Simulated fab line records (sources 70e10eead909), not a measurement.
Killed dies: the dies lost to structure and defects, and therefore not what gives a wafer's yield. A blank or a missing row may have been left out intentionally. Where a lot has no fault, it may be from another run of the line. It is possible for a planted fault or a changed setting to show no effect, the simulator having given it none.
fab line records	flow nand-harc
record lots=24	wafers=72	last-day=24
route steps=1159 shown P_GATE@175 P_CONTACT@247 P_M0@283 P_M2@332
lots with no fault: from the same line, run without faults
start-h: start of the lot's first displayed wafer, in hours after the record's first day	wait-h: hours since the lot's step before	" unchanged from the row above	L1.1+2: a single row standing in for several wafers	- value missing, or start not given	* or withheld: withheld	< > ~ a bound
route shown NAME@n: names a module that has steps shown in the file, with the first one's number in the route	usual: mean/standard deviation taken from wafers without a fault	same: alike in all rows	chamber/n: place in a boat	sites: per-site readings	_std_site: standard deviation of those values	_edge_site: outer sites' mean less inner sites'	radius-mm: for every site, how far away it sits from the centre of the wafer	mask NAME#n: copy n	behind: the tool/chamber that last shaped the wafer	hold: why the lot went on hold/how many hours it stayed there/how the hold came to an end	device: transistor that didn't switch, given as n, p or np	end of line: the route-end tests of the same wafers	a step given without rows: its recipe and nothing more	killed: not the wafer's yield, but the dies lost to structure and defects at the first sort	map: a wafer's dies, marking killed ones x, the rest . and places with no die _
set.NAME: the run value of the setting; set.NAME@STEP: its run value at that earlier step	model.NAME: the simulator's own value behind a step, which no gauge read
a sample of lots followed through the steps of the route, with each step as a table and each wafer as a row
services: a tool's chamber out of use, with start hour (start-h, from the record's first day; less than 0 if before it), hours out, and reason
## steps
# step NHARC_P_GATE_STRIP_75
# recipe power-w=1500	temp-c=250	chemistry=O2
# usual drypump-motor-current-A=5.7/0.32	heater-power-w=346/40
lot.wafer	tool	chamber	start-h	wait-h	drypump-motor-current-A	heater-power-w	rf-hours-counter-h
L074.2	plasma-asher-02	1	102.76	0.2	5.3	332	32
L074.4	"	1	"	"	5.3	327	-
L074.6	"	1	"	"	5.3	324	-
L075.2	plasma-asher-02	0	113.56	0.2	6.0	422	37
L075.3	"	1	"	"	5.3	332	-
L075.5	"	1	"	"	5.3	322	-
L076.2	plasma-asher-02	0	115.54	0.2	6.0	432	38
L076.3	"	0	"	"	6.0	424	-
L076.6	"	1	"	"	5.3	323	-
L077.2	plasma-asher-02	1	122.05	0.2	5.3	332	40
L077.3	"	0	"	"	6.0	427	-
L077.5	"	1	"	"	5.3	332	-
L078.2	plasma-asher-01	0	123.45	0.2	6.0	318	5
L078.3	"	1	"	"	5.4	327	-
L078.5	"	0	"	"	6.0	320	-
L080.2	plasma-asher-02	0	132.14	0.3	6.0	419	43
L080.6	"	0	"	"	6.0	432	-
L080.5	"	1	"	"	5.3	327	-
L079.4	plasma-asher-01	1	133.34	0.2	5.4	324	-
L079.3	"	0	"	"	6.1	316	-
L079.5	"	0	"	"	6.0	327	-
L081.2	plasma-asher-02	0	141.15	0.2	6.0	420	47
L081.4	"	1	"	"	5.3	336	-
L081.6	"	0	"	"	6.0	415	-
L082.2	plasma-asher-01	1	148.57	0.2	5.4	318	14
L082.3	"	1	"	"	5.4	324	-
L082.6	"	0	"	"	6.0	321	-
L083.1	plasma-asher-01	1	161.93	0.3	5.4	327	17
L083.2	"	0	"	"	6.0	319	17
L083.3	"	0	"	"	6.0	317	-
L085.2	plasma-asher-02	0	170.07	0.3	6.0	429	57
L085.3	"	0	"	"	6.0	421	-
L085.4	"	1	"	"	5.3	325	-
L084.4	plasma-asher-01	1	170.78	0.2	5.5	325	-
L084.3	"	0	"	"	6.1	320	-
L084.5	"	0	"	"	6.1	312	-
L088.2	plasma-asher-01	1	179.82	0.3	5.4	327	20
L088.5	"	1	"	"	5.5	330	-
L088.6	"	0	"	"	6.1	319	-
L087.1	plasma-asher-02	0	180.50	0.3	6.0	427	61
L087.3	"	1	"	"	5.3	323	-
L087.6	"	0	"	"	6.0	426	-
L086.1	plasma-asher-01	1	181.01	0.2	5.4	329	21
L086.4	"	0	"	"	6.0	320	-
L086.3	"	1	"	"	5.5	324	-
L090.2	plasma-asher-01	0	199.31	0.2	6.0	319	28
L090.5	"	0	"	"	6.0	312	-
L090.6	"	1	"	"	5.4	336	-
L089.2	plasma-asher-02	1	199.51	0.3	5.3	339	2
L089.1	"	0	"	"	6.0	393	2
L089.6	"	1	"	"	5.3	334	-
L091.2	plasma-asher-02	1	205.59	0.2	5.3	327	5
L091.3	"	0	"	"	6.0	393	-
L091.6	"	1	"	"	5.3	332	-
L092.2	plasma-asher-01	1	205.75	0.2	5.5	321	32
L092.3	"	0	"	"	6.1	313	-
L092.6	"	1	"	"	5.5	325	-
L094.3	plasma-asher-02	1	216.07	0.2	5.3	325	-
L094.4	"	0	"	"	6.0	394	-
L094.5	"	0	"	"	6.0	403	-
L093.2	plasma-asher-01	0	216.23	0.2	6.0	312	37
L093.3	"	0	"	"	6.0	321	-
L093.5	"	1	"	"	5.5	327	-
L095.1	plasma-asher-01	1	231.95	0.2	5.5	327	40
L095.2	"	0	"	"	6.0	328	40
L095.4	"	1	"	"	5.5	326	-
L096.3	plasma-asher-01	0	237.78	0.1	6.1	322	-
L096.6	"	1	"	"	5.5	329	-
L096.5	"	0	"	"	6.1	321	-
L097.2	plasma-asher-01	1	243.84	0.2	5.4	325	44
L097.6	"	1	"	"	5.4	320	-
L097.5	"	0	"	"	6.0	313	-
# step NHARC_P_CONTACT_ALD_22
# recipe target-thk-a=30	pulse-time-s=1	ald-cycles=150	temp-c=450	material=TiN
# usual heater-power-w=1059/150	precursor-pulse-height-rel=0.996/0.022
lot.wafer	tool	chamber	start-h	wait-h	heater-power-w	precursor-pulse-height-rel
L074.4	ald-metal-01	3	112.29	-	1353	1.011
L074.2	"	1	"	"	869	0.959
L074.6	"	3	"	"	1351	1.002
L075.3	ald-metal-04	0	123.04	-	1003	1.019
L075.2	"	1	"	"	1139	1.021
L075.5	"	2	"	"	940	0.988
L076.3	ald-metal-02	2	125.09	-	992	1.019
L076.2	"	0	"	"	844	0.965
L076.6	"	2	"	"	1026	0.968
L077.3	ald-metal-01	3	131.48	-	1353	0.973
L077.2	"	0	"	"	951	1.000
L077.5	"	2	"	"	1046	0.959
L078.2	ald-metal-04	1	132.69	-	1157	0.975
L078.3	"	3	"	"	1141	1.045
L078.5	"	0	"	"	987	0.990
L080.2	ald-metal-02	0	141.72	-	828	0.995
L080.5	"	0	"	"	829	1.038
L080.6	"	1	"	"	1119	1.030
L079.4	ald-metal-04	0	142.59	-	996	1.055
L079.3	"	2	"	"	962	0.995
L079.5	"	3	"	"	1171	1.032
L081.4	ald-metal-02	3	150.80	-	955	0.980
L081.2	"	0	"	"	831	1.018
L081.6	"	2	"	"	1013	1.014
L082.2	ald-metal-04	1	157.54	-	1186	0.975
L082.3	"	0	"	"	984	0.959
L082.6	"	1	"	"	1173	0.997
L083.2	ald-metal-01	0	171.62	-	984	0.987
L083.1	"	1	"	"	840	0.976
L083.3	"	2	"	"	1052	0.979
L085.3	ald-metal-01	0	179.41	-	985	0.999
L085.4	"	1	"	"	830	1.015
L085.2	"	2	"	"	1048	1.010
L084.4	ald-metal-04	0	180.18	-	974	1.007
L084.3	"	3	"	"	1147	0.989
L084.5	"	0	"	"	998	0.999
L088.2	ald-metal-04	0	189.21	-	993	1.015
L088.6	"	0	"	"	977	0.986
L088.5	"	3	"	"	1201	0.977
L087.3	ald-metal-04	0	190.27	-	1009	1.002
L087.1	"	1	"	"	1199	0.977
L087.6	"	1	"	"	1196	1.019
L086.1	ald-metal-01	3	191.33	-	1355	1.013
L086.3	"	0	"	"	964	0.989
L086.4	"	2	"	"	1054	0.952
L090.2	ald-metal-01	1	208.97	-	841	0.989
L090.5	"	1	"	"	860	0.952
L090.6	"	2	"	"	1047	0.984
L089.1	ald-metal-04	2	208.98	-	955	1.037
L089.2	"	1	"	"	1190	0.991
L089.6	"	2	"	"	951	0.998
L091.2	ald-metal-02	0	214.90	-	921	1.002
L091.3	"	2	"	"	1020	1.007
L091.6	"	0	"	"	934	0.978
L092.3	ald-metal-01	3	215.65	-	1341	1.013
L092.2	"	0	"	"	984	1.000
L092.6	"	0	"	"	945	0.988
L094.3	ald-metal-01	0	225.47	-	954	0.992
L094.4	"	3	"	"	1339	1.008
L094.5	"	0	"	"	962	0.973
L093.2	ald-metal-02	1	225.86	-	1075	0.985
L093.3	"	3	"	"	1018	1.012
L093.5	"	1	"	"	1098	1.021
L095.2	ald-metal-04	1	242.76	-	1165	1.001
L095.1	"	2	"	"	975	0.969
L095.4	"	3	"	"	1267	1.027
L096.3	ald-metal-01	3	247.25	-	1384	0.979
L096.5	"	2	"	"	1072	0.983
L096.6	"	3	"	"	1352	1.006
L097.2	ald-metal-02	2	253.39	-	1027	0.964
L097.5	"	3	"	"	999	1.000
L097.6	"	0	"	"	889	1.000
# step NHARC_P_M0_PRE_CLEAN_31
# recipe time-s=12	temp-c=370	rf-power-w=300	gas=NH3
# usual heater-power-w=657/90
lot.wafer	tool	chamber	start-h	wait-h	heater-power-w
L074.2	pecvd-04	2	125.76	0.1	738
L074.4	"	1	"	"	710
L074.6	"	2	"	"	734
L075.3	pecvd-01	1	132.67	0.1	617
L075.2	"	2	"	"	706
L075.5	"	1	"	"	625
L076.3	pecvd-02	1	136.49	0.1	634
L076.2	"	2	"	"	453
L076.6	"	2	"	"	442
L077.3	pecvd-02	1	142.38	0.1	550
L077.2	"	0	"	"	678
L077.5	"	2	"	"	473
L078.3	pecvd-01	1	145.50	0.1	700
L078.2	"	2	"	"	699
L078.5	"	0	"	"	709
L080.2	pecvd-01	2	147.84	0.2	710
L080.6	"	0	"	"	718
L080.5	"	1	"	"	761
L079.3	pecvd-04	0	148.22	0.1	678
L079.5	"	0	"	"	676
L079.4	"	1	"	"	618
L081.2	pecvd-01	2	160.10	0.1	762
L081.4	"	1	"	"	746
L081.6	"	2	"	"	786
L082.3	pecvd-01	2	162.41	0.1	714
L082.2	"	0	"	"	709
L082.6	"	1	"	"	646
L083.1	pecvd-01	0	176.85	0.1	713
L083.3	"	1	"	"	748
L083.2	"	2	"	"	695
L085.2	pecvd-01	1	184.31	0.1	701
L085.3	"	0	"	"	663
L085.4	"	1	"	"	704
L084.3	pecvd-04	2	185.29	0.1	733
L084.4	"	1	"	"	689
L084.5	"	2	"	"	717
L088.2	pecvd-02	2	197.63	0.1	466
L088.5	"	2	"	"	470
L088.6	"	0	"	"	712
L087.3	pecvd-01	1	198.68	0.2	773
L087.1	"	2	"	"	699
L087.6	"	2	"	"	704
L086.3	pecvd-02	1	199.27	0.1	608
L086.1	"	0	"	"	720
L086.4	"	0	"	"	705
L090.2	pecvd-01	2	216.65	0.1	784
L090.5	"	2	"	"	763
L090.6	"	0	"	"	647
L089.2	pecvd-04	0	217.25	0.1	697
L089.1	"	2	"	"	697
L089.6	"	1	"	"	734
L091.2	pecvd-01	0	223.90	0.2	691
L091.3	"	2	"	"	750
L091.6	"	2	"	"	758
L092.3	pecvd-02	2	224.61	0.1	401
L092.2	"	0	"	"	751
L092.6	"	0	"	"	737
L094.3	pecvd-01	1	233.62	0.1	642
L094.5	"	0	"	"	656
L094.4	"	1	"	"	654
L093.2	pecvd-02	2	234.49	0.1	485
L093.3	"	1	"	"	543
L093.5	"	1	"	"	549
L095.1	pecvd-02	1	252.78	0.1	568
L095.2	"	2	"	"	487
L095.4	"	2	"	"	483
L096.3	pecvd-02	0	255.27	0.1	724
L096.6	"	0	"	"	728
L096.5	"	1	"	"	602
L097.2	pecvd-02	2	266.93	0.1	459
L097.6	"	0	"	"	614
L097.5	"	2	"	"	453
# step NHARC_P_M2_ETCH_35
# recipe target-depth-a=400	overetch-a=120	time-s=43.94	ion-energy-ev=200	n2-flow-sccm=150	h2-flow-sccm=150	ar-flow-sccm=0	rf-w=400	bias-w=150	chemistry=N2/H2
# usual chamber-pressure-mTorr=29.999/0.027	drypump-motor-current-A=5.4/0.32	oes-product-au=0.999/0.011	rf-vpp-V=431.6/2.9	showerhead-plenum-p-Torr=2.08/0.1	throttle-valve-pct=14.170/0.0089
lot.wafer	tool	chamber	start-h	wait-h	chamber-pressure-mTorr	drypump-motor-current-A	oes-product-au	rf-hours-counter-h	rf-vpp-V	showerhead-plenum-p-Torr	throttle-valve-pct
L074.4	rie-diel-11	3	131.52	0.1	29.983	5.0	0.993	4	428.6	1.99	14.173
L074.2	"	2	"	"	30.005	5.5	1.002	3	426.8	1.91	14.178
L074.6	"	0	"	"	29.979	5.2	1.011	-	432.6	2.14	14.166
L075.2	rie-diel-11	0	138.43	0.1	30.028	5.3	1.021	4	432.2	2.14	14.165
L075.3	"	1	"	"	29.980	5.6	1.005	4	434.4	2.19	14.177
L075.5	"	3	"	"	29.987	5.0	0.996	-	429.5	1.98	14.173
L076.3	rie-diel-07	1	142.25	0.1	29.996	5.5	1.001	14	433.5	2.18	14.164
L076.2	"	0	"	"	30.001	5.1	0.993	15	432.2	2.10	14.184
L076.6	"	1	"	"	30.045	5.5	1.001	-	434.4	2.18	14.182
L077.3	rie-diel-11	2	148.03	0.1	30.023	5.6	0.996	3	426.9	1.91	14.161
L077.2	"	0	"	"	29.989	5.3	1.025	5	433.6	2.14	14.161
L077.5	"	1	"	"	30.006	5.6	1.001	-	435.0	2.19	14.173
L078.2	rie-diel-11	0	151.20	0.1	29.944	5.2	1.018	5	433.2	2.14	14.174
L078.3	"	3	"	"	30.013	5.0	0.997	4	428.6	1.98	14.182
L078.5	"	0	"	"	29.977	5.2	1.025	-	432.0	2.14	14.181
L080.2	rie-diel-07	0	153.72	0.1	29.959	5.1	0.999	17	432.9	2.10	14.176
L080.6	"	1	"	"	29.981	5.5	1.012	-	435.0	2.18	14.187
L080.5	"	2	"	"	29.941	5.4	0.992	-	432.3	2.10	14.175
L079.4	rie-diel-11	1	153.92	0.1	30.021	5.6	1.005	5	433.4	2.19	14.166
L079.3	"	2	"	"	30.022	5.6	1.006	4	425.8	1.91	14.165
L079.5	"	0	"	"	30.021	5.2	1.023	-	433.0	2.14	14.160
L081.4	rie-diel-07	2	166.16	0.2	30.044	5.4	0.995	24	432.1	2.10	14.160
L081.2	"	3	"	"	29.991	5.6	0.981	22	434.5	2.18	14.159
L081.6	"	2	"	"	30.034	5.4	0.991	-	432.5	2.10	14.181
L082.2	rie-diel-03	0	168.24	0.1	29.980	5.5	0.994	42	430.3	2.02	14.166
L082.3	"	1	"	"	29.978	6.3	1.009	45	432.7	2.11	14.182
L082.6	"	0	"	"	30.016	5.5	1.003	-	429.8	2.02	14.163
L083.3	rie-diel-11	0	182.65	0.1	30.018	5.3	1.022	6	432.4	2.14	14.149
L083.2	"	1	"	"	30.007	5.6	1.002	6	432.8	2.19	14.179
L083.1	"	2	"	"	29.983	5.5	1.014	5	428.3	1.91	14.165
L085.2	rie-diel-03	3	190.07	0.1	30.014	5.5	0.990	48	426.6	1.89	14.163
L085.3	"	0	"	"	29.999	5.5	0.992	49	430.5	2.02	14.174
L085.4	"	1	"	"	29.937	6.4	1.005	53	430.2	2.10	14.167
L084.4	rie-diel-07	0	191.07	0.1	30.001	5.1	0.999	24	433.4	2.10	14.176
L084.3	"	2	"	"	29.976	5.4	0.996	28	432.3	2.10	14.179
L084.5	"	1	"	"	30.004	5.5	1.006	-	433.9	2.18	14.180
L088.2	rie-diel-11	0	203.66	0.1	29.998	5.3	1.001	0	432.1	2.14	14.167
L088.5	"	3	"	"	30.039	5.0	0.992	-	428.3	1.98	14.164
L088.6	"	0	"	"	29.979	5.3	1.016	-	433.2	2.14	14.165
L087.3	rie-diel-07	1	204.98	0.1	30.007	5.5	1.004	28	434.1	2.17	14.166
L087.1	"	2	"	"	30.024	5.4	0.996	32	430.3	2.10	14.180
L087.6	"	0	"	"	29.999	5.1	1.009	-	431.9	2.09	14.167
L086.1	rie-diel-03	3	205.44	0.1	30.026	5.5	0.989	56	424.8	1.88	14.177
L086.4	"	0	"	"	29.998	5.5	0.984	57	431.2	2.02	14.169
L086.3	"	1	"	"	29.963	6.3	0.993	60	431.0	2.10	14.158
L090.2	rie-diel-07	1	222.61	0.1	30.025	5.5	1.007	31	433.6	2.17	14.173
L090.6	"	1	"	"	30.034	5.5	1.006	-	433.8	2.17	14.162
L090.5	"	0	"	"	30.010	5.1	1.011	-	433.5	2.09	14.182
L089.1	rie-diel-11	1	223.31	0.1	29.994	5.6	0.990	1	433.6	2.19	14.160
L089.2	"	2	"	"	30.021	5.5	0.995	1	426.3	1.91	14.155
L089.6	"	0	"	"	29.983	5.2	1.002	-	432.5	2.14	14.170
L091.2	rie-diel-03	3	230.10	0.1	29.973	5.5	0.986	2	435.9	2.22	14.160
L091.3	"	1	"	"	30.055	6.3	1.020	2	432.6	2.10	14.158
L091.6	"	3	"	"	29.998	5.5	0.994	-	435.4	2.22	14.167
L092.2	rie-diel-03	3	230.80	0.1	29.929	5.5	0.995	2	434.0	2.22	14.169
L092.3	"	2	"	"	29.994	4.7	0.996	2	433.1	2.12	14.152
L092.6	"	0	"	"	29.978	5.5	0.987	-	428.9	2.02	14.178
L094.4	rie-diel-11	2	239.38	0.1	30.038	5.5	0.989	1	427.5	1.91	14.165
L094.3	"	1	"	"	30.018	5.6	0.985	1	434.2	2.19	14.168
L094.5	"	2	"	"	29.952	5.5	0.987	-	427.0	1.91	14.186
L093.2	rie-diel-11	0	240.21	0.1	30.056	5.2	0.999	2	433.8	2.14	14.184
L093.3	"	1	"	"	29.989	5.6	0.990	1	434.4	2.18	14.160
L093.5	"	2	"	"	29.987	5.5	0.987	-	427.9	1.91	14.175
L095.1	rie-diel-11	0	258.26	0.1	29.951	5.3	1.013	2	435.4	2.14	14.170
L095.4	"	1	"	"	30.013	5.6	1.004	2	435.9	2.19	14.168
L095.2	"	2	"	"	30.004	5.5	1.000	2	427.7	1.91	14.150
L096.3	rie-diel-11	2	261.05	0.1	30.004	5.5	0.997	2	426.7	1.91	14.173
L096.6	"	1	"	"	30.002	5.6	0.993	-	435.0	2.19	14.175
L096.5	"	2	"	"	29.996	5.5	0.988	-	428.1	1.91	14.159
L097.2	rie-diel-07	3	273.15	0.1	29.981	5.6	0.986	7	433.2	2.17	14.164
L097.5	"	0	"	"	30.014	5.1	0.997	-	432.0	2.09	14.173
L097.6	"	1	"	"	30.014	5.5	0.992	-	433.1	2.17	14.186
# step NHARC_P_M2_PRE_CLEAN_30
# recipe time-s=30	temp-c=280	gas=H2/He
# usual heater-power-w=402/45
lot.wafer	tool	chamber	start-h	wait-h	heater-power-w
L074.4	pvd-sputter-01	-	-	-	369
L074.2	"	-	"	"	387
L074.6	"	-	"	"	368
L075.2	pvd-sputter-01	-	-	-	425
L075.3	"	-	"	"	360
L075.5	"	-	"	"	361
L076.2	pvd-sputter-01	-	-	-	392
L076.3	"	-	"	"	365
L076.6	"	-	"	"	383
L077.3	pvd-sputter-01	-	149.02	-	361
L077.2	"	-	"	"	413
L077.5	"	-	"	"	391
L078.2	pvd-sputter-03	-	-	-	382
L078.3	"	-	"	"	404
L078.5	"	-	"	"	370
L080.2	pvd-sputter-01	-	-	-	372
L080.6	"	-	"	"	356
L080.5	"	-	"	"	379
L079.3	pvd-sputter-02	-	-	-	384
L079.4	"	-	"	"	390
L079.5	"	-	"	"	405
L081.2	pvd-sputter-02	-	-	-	377
L081.4	"	-	"	"	520
L081.6	"	-	"	"	376
L082.2	pvd-sputter-01	-	-	-	425
L082.3	"	-	"	"	377
L082.6	"	-	"	"	448
L083.1	pvd-sputter-03	-	-	-	369
L083.2	"	-	"	"	394
L083.3	"	-	"	"	416
L085.4	pvd-sputter-03	-	-	-	404
L085.3	"	-	"	"	415
L085.2	"	-	"	"	371
L084.4	pvd-sputter-02	-	-	-	527
L084.3	"	-	"	"	392
L084.5	"	-	"	"	504
L088.2	pvd-sputter-02	-	-	-	397
L088.5	"	-	"	"	375
L088.6	"	-	"	"	405
L087.1	pvd-sputter-01	-	-	-	384
L087.3	"	-	"	"	379
L087.6	"	-	"	"	444
L086.1	pvd-sputter-03	-	-	-	378
L086.3	"	-	"	"	373
L086.4	"	-	"	"	411
L090.2	pvd-sputter-03	-	-	-	379
L090.6	"	-	"	"	417
L090.5	"	-	"	"	370
L089.1	pvd-sputter-02	-	-	-	555
L089.2	"	-	"	"	391
L089.6	"	-	"	"	375
L091.2	pvd-sputter-01	-	-	-	367
L091.3	"	-	"	"	448
L091.6	"	-	"	"	353
L092.2	pvd-sputter-01	-	-	-	365
L092.3	"	-	"	"	440
L092.6	"	-	"	"	360
L094.4	pvd-sputter-02	-	-	-	381
L094.3	"	-	"	"	404
L094.5	"	-	"	"	531
L093.3	pvd-sputter-02	-	-	-	374
L093.2	"	-	"	"	374
L093.5	"	-	"	"	547
L095.4	pvd-sputter-01	-	-	-	372
L095.2	"	-	"	"	437
L095.1	"	-	"	"	398
L096.3	pvd-sputter-02	-	-	-	550
L096.6	"	-	"	"	543
L096.5	"	-	"	"	378
L097.2	pvd-sputter-01	-	-	-	386
L097.6	"	-	"	"	436
L097.5	"	-	"	"	386
# step NHARC_P_M2_ANNEAL_31
# recipe temp-c=225	time-s=90
# usual anneal-temp-c-max=226.5/0.38	wafer_temp_C_max=225.91/0.29
lot.wafer	tool	chamber	start-h	wait-h	anneal-temp-c-max	wafer_temp_C_max
L074.2	rtp-anneal-01	0	133.27	0.4	226.5	225.81
L074.4	"	0	"	"	226.1	225.73
L074.6	"	0	"	"	225.8	225.52
L075.2	rtp-anneal-02	0	140.17	-	226.4	226.05
L075.3	"	0	"	"	226.7	225.82
L075.5	"	0	"	"	226.6	225.83
L076.2	rtp-anneal-02	0	144.08	0.3	226.8	225.92
L076.3	"	0	"	"	226.8	225.96
L076.6	"	0	"	"	226.3	225.61
L077.2	rtp-anneal-02	0	149.75	-	226.5	226.03
L077.3	"	0	"	"	226.4	225.76
L077.5	"	0	"	"	226.7	225.66
L078.2	rtp-anneal-02	0	152.92	-	227.0	225.84
L078.3	"	0	"	"	226.4	225.67
L078.5	"	0	"	"	227.0	225.51
L080.2	rtp-anneal-01	0	155.45	-	226.0	226.18
L080.5	"	0	"	"	226.5	226.17
L080.6	"	0	"	"	226.1	226.23
L079.3	rtp-anneal-02	0	155.68	-	226.2	225.80
L079.4	"	0	"	"	226.6	225.81
L079.5	"	0	"	"	226.6	226.14
L081.2	rtp-anneal-02	0	168.00	0.3	226.6	225.71
L081.4	"	0	"	"	226.4	225.38
L081.6	"	0	"	"	226.8	225.59
L082.2	rtp-anneal-02	0	170.00	0.4	226.8	225.23
L082.3	"	0	"	"	226.3	225.45
L082.6	"	0	"	"	226.9	225.84
L083.1	rtp-anneal-01	0	184.61	0.3	226.1	226.03
L083.2	"	0	"	"	226.5	225.46
L083.3	"	0	"	"	225.8	225.59
L085.2	rtp-anneal-01	0	191.96	0.3	226.1	225.73
L085.3	"	0	"	"	226.3	225.82
L085.4	"	0	"	"	225.9	225.95
L084.3	rtp-anneal-01	0	192.83	-	226.3	225.77
L084.4	"	0	"	"	226.2	225.69
L084.5	"	0	"	"	226.3	225.73
L088.2	rtp-anneal-02	0	205.37	0.3	227.2	226.15
L088.5	"	0	"	"	226.6	225.84
L088.6	"	0	"	"	227.0	225.80
L087.1	rtp-anneal-01	0	206.65	0.3	226.3	225.95
L087.3	"	0	"	"	226.1	226.14
L087.6	"	0	"	"	226.5	225.65
L086.1	rtp-anneal-02	0	207.10	-	227.0	225.66
L086.3	"	0	"	"	226.8	225.79
L086.4	"	0	"	"	226.7	225.61
L090.2	rtp-anneal-02	0	224.35	0.4	226.1	226.42
L090.5	"	0	"	"	226.2	226.23
L090.6	"	0	"	"	227.0	225.92
L089.1	rtp-anneal-02	0	225.00	0.3	227.0	225.70
L089.2	"	0	"	"	226.3	225.61
L089.6	"	0	"	"	226.6	225.40
L091.2	rtp-anneal-02	0	231.93	0.3	226.7	226.21
L091.3	"	0	"	"	226.4	226.14
L091.6	"	0	"	"	226.7	225.98
L092.2	rtp-anneal-01	0	233.06	-	226.2	226.37
L092.3	"	0	"	"	226.3	226.09
L092.6	"	0	"	"	226.4	226.22
L094.3	rtp-anneal-02	0	241.15	0.3	227.2	225.80
L094.4	"	0	"	"	227.3	225.64
L094.5	"	0	"	"	227.5	225.79
L093.2	rtp-anneal-02	0	242.06	-	226.1	226.02
L093.3	"	0	"	"	226.5	225.76
L093.5	"	0	"	"	226.6	225.80
L095.1	rtp-anneal-02	0	260.03	-	226.8	226.04
L095.2	"	0	"	"	226.4	225.95
L095.4	"	0	"	"	226.7	225.80
L096.3	rtp-anneal-02	0	262.82	0.3	226.9	226.33
L096.5	"	0	"	"	226.8	226.17
L096.6	"	0	"	"	226.6	225.95
L097.2	rtp-anneal-01	0	274.87	-	226.1	226.50
L097.5	"	0	"	"	226.7	225.97
L097.6	"	0	"	"	226.2	226.24
## services
tool	chamber	start-h	hours	kind
rie-diel-11	2	96.36	15.9	repair
plasma-asher-01	-	99.23	9.0	pm
ald-metal-01	-	102.00	10.0	pm
pvd-sputter-03	-	102.00	10.0	pm
ald-metal-04	-	126.76	0.8	repair
ald-metal-01	3	141.74	8.1	repair
pecvd-02	-	153.00	13.0	pm
pvd-sputter-01	-	158.36	10.0	pm
plasma-asher-01	-	164.29	6.1	repair
ald-metal-04	2	181.26	24.5	repair
ald-metal-02	-	186.00	10.0	pm
rie-diel-11	-	189.50	9.0	pm
plasma-asher-02	-	195.00	1.2	repair
pvd-sputter-03	-	200.98	2.4	repair
pvd-sputter-02	-	214.02	10.0	pm
pecvd-01	1	216.04	15.7	repair
ald-metal-04	-	228.00	10.0	pm
rie-diel-07	-	228.21	9.0	pm
pecvd-01	-	237.10	13.0	pm
pvd-sputter-01	-	242.87	4.6	repair
ald-metal-04	3	246.43	30.9	repair
rie-diel-11	2	262.22	11.2	repair
pecvd-01	-	269.52	1.0	repair
ald-metal-01	-	272.36	1.7	repair
## key
fault none
